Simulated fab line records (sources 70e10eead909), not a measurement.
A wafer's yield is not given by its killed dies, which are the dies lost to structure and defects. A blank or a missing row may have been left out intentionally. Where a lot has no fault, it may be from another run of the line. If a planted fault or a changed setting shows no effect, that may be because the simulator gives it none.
What tool caused it? || flow nandHarc || 24 lots, 72 wafers sampled, at 1 step of a route of 1302

== WHAT THE GAUGES READ, wafer by wafer ==
NHARC_A_CONTACT_INSPECT_10.
{"lot": "L074", "measured": "day 22 08:02", "on": "defectInspect-01", "rawDefectCount": "100 83 85"}
{"lot": "L075", "measured": "day 22 08:39", "on": "defectInspect-02", "rawDefectCount": "122 123 109"}
{"lot": "L077", "measured": "day 22 21:50", "on": "defectInspect-02", "rawDefectCount": "30 20 21"}
{"lot": "L076", "measured": "day 22 23:25", "on": "defectInspect-02", "rawDefectCount": "142 155 144"}
{"lot": "L078", "measured": "day 23 12:13", "on": "defectInspect-01", "rawDefectCount": "159 144 152"}
{"lot": "L080", "measured": "day 23 20:39", "on": "defectInspect-01", "rawDefectCount": "91 80 87"}
{"lot": "L081", "measured": "day 24 22:31", "on": "defectInspect-01", "rawDefectCount": "144 180 159"}
{"lot": "L079", "measured": "day 25 00:17", "on": "defectInspect-01", "rawDefectCount": "74 65 67"}
{"lot": "L082", "measured": "day 25 16:04", "on": "defectInspect-02", "rawDefectCount": "147 147 191"}
{"lot": "L083", "measured": "day 25 17:55", "on": "defectInspect-02", "rawDefectCount": "28 31 32"}
{"lot": "L084", "measured": "day 26 15:52", "on": "defectInspect-02", "rawDefectCount": "79 78 71"}
{"lot": "L085", "measured": "day 27 08:03", "on": "defectInspect-01", "rawDefectCount": "96 96 108"}
{"lot": "L087", "measured": "day 27 09:52", "on": "defectInspect-02", "rawDefectCount": "55 52 55"}
{"lot": "L086", "measured": "day 27 17:04", "on": "defectInspect-02", "rawDefectCount": "94 98 88"}
{"lot": "L089", "measured": "day 28 05:58", "on": "defectInspect-02", "rawDefectCount": "23 20 31"}
{"lot": "L088", "measured": "day 28 09:27", "on": "defectInspect-01", "rawDefectCount": "141 143 136"}
{"lot": "L091", "measured": "day 28 23:20", "on": "defectInspect-02", "rawDefectCount": "27 28 26"}
{"lot": "L090", "measured": "day 29 03:04", "on": "defectInspect-01", "rawDefectCount": "161 142 141"}
{"lot": "L092", "measured": "day 29 11:41", "on": "defectInspect-01", "rawDefectCount": "55 70 49"}
{"lot": "L093", "measured": "day 29 16:33", "on": "defectInspect-02", "rawDefectCount": "32 39 34"}
{"lot": "L095", "measured": "day 30 16:02", "on": "defectInspect-01", "rawDefectCount": "111 131 146"}
{"lot": "L094", "measured": "day 30 17:17", "on": "defectInspect-02", "rawDefectCount": "51 34 57"}
{"lot": "L097", "measured": "day 31 00:28", "on": "defectInspect-02", "rawDefectCount": "50 55 71"}
{"lot": "L096", "measured": "day 31 08:31", "on": "defectInspect-01", "rawDefectCount": "49 48 35"}

== TOOL THAT RAN EACH LOT (tool first, then ch and the chambers of the sampled wafers, then the start) ==
No process step before these readings appears in the record.

== WHAT THE TOOLS THEMSELVES READ (means of the sampled wafers that have a number; where no wafer has one, the mark that the record gives instead) ==
The record holds no such reading with a usual standard deviation.

== THE ANSWER, worked out from the rows above alone ==
Rule: usual is defined by the lots themselves. The widest of any qualifying gaps counts: lots, ordered by their means at a reading, are off when they make up no more than a third of the lots, leave a main group of 4 or more, and stand apart from it by 3 or more times the standard deviation of that group's means. The tables above print the reading to a certain number of digits; a main group whose means all agree to those digits is not used. A lot without any number at a reading at which 4 lots or more have one is off too. Where the step has rows for the other lots, those lots are counted as sound. Order of review: gauges by route order, followed by the tools' own readings, for which a lot's mean as printed above is used. The first step at which some lot is off is used, and at that step the reading that is off furthest; a lot without a number counts as furthest.
No lot is off on any of the readings shown, so nothing can be concluded from this.

== WHAT HAD BEEN PUT IN BY THE SIMULATOR ==
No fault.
